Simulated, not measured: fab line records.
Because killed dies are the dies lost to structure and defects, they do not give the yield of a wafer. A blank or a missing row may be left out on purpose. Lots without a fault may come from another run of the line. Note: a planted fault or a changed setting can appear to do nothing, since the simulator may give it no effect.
Struck lot and sound lot, side by side + flow nand-harc + 12 out of 1302 route steps
Sound: the wafers L286.2, L286.5, L286.6. The struck wafers were L291.3, L291.4, L291.6. The cause is given at the end.
Each step with rows lists, per side, the tool, then ch with its chambers, then its first start. Under that, the readings that differ: sound wafers + struck wafers + difference of the means + sigmas: that difference in standard deviations of wafers without a fault.
alike: readings whose means differ by less than 2 such deviations, and words and numbers that are the same on both sides. not compared: withheld readings, readings that some wafer has no value for, bounds like >300 that may hide the same value, and numbers for which the record gives no deviation and whose values overlap.
The two part at a step that has a row with sigmas, a row that says differs or no value, or rows on one side only. Numbers that don't overlap but have no deviation are shown without sigmas and don't part them. A reading that every wafer of one side lacks parts them only if that side has two wafers or more.

NHARC_A_STAIRCASE_DEP_322: deposits SiO2, target thk 7200 nm.
  sound on pecvd-04 ch 0,1, day 18 20:34; struck on pecvd-02 ch 0,2, day 20 18:09
  alike: heater-power-w
then, 1 step without rows for these wafers: NHARC_A_STAIRCASE_ANNEAL_323 (time 1800 s).
NHARC_A_STAIRCASE_DEP_325: deposits SiO2, target thk 7200 nm.
  sound on pecvd-03 ch 0,1,2, day 19 06:44; struck on pecvd-03 ch 0,1, day 21 03:41
  alike: heater-power-w
then, 6 steps without rows for these wafers: NHARC_A_STAIRCASE_ANNEAL_326 (time 1800 s); NHARC_A_STAIRCASE_DEHYDRATE_433 (time 120 s); NHARC_A_STAIRCASE_HMDS_434 (time 30 s); NHARC_A_STAIRCASE_COAT_435; NHARC_A_STAIRCASE_SOFTBAKE_436 (time 170 s); NHARC_A_STAIRCASE_EBR_437.
NHARC_A_STAIRCASE_EXPOSE_438: exposes mask STAIR REV.
  sound on krf-scanner-03 ch 0, day 19 14:09; struck on krf-scanner-03 ch 0, day 21 14:53
| reading                             | sound             | struck            | difference | sigmas |
|-------------------------------------|-------------------|-------------------|------------|--------|
| model.A_STAIRCASE.overlay-x-nm (nm) | 5.012 5.012 5.012 | 51.04 51.04 51.04 | +46.03     |        |
  alike: mask
then, 1 step without rows for these wafers: NHARC_A_STAIRCASE_PEB_439 (peb time 130 s).
-- break in the record here, with 5 days between the starts of the struck wafers on either side (left off in module A_STAIRCASE, picked up again in module END, where the first step shown is number 1302 on the route) --
NHARC_END_SORT_01:
  at this point the record logs the struck wafers (prober-02 ch 0, day 26 23:09) and has no rows for the sound ones

== WHERE THEY PART ==
Only at NHARC_END_SORT_01, within this record.

WHY: what the simulator had put in
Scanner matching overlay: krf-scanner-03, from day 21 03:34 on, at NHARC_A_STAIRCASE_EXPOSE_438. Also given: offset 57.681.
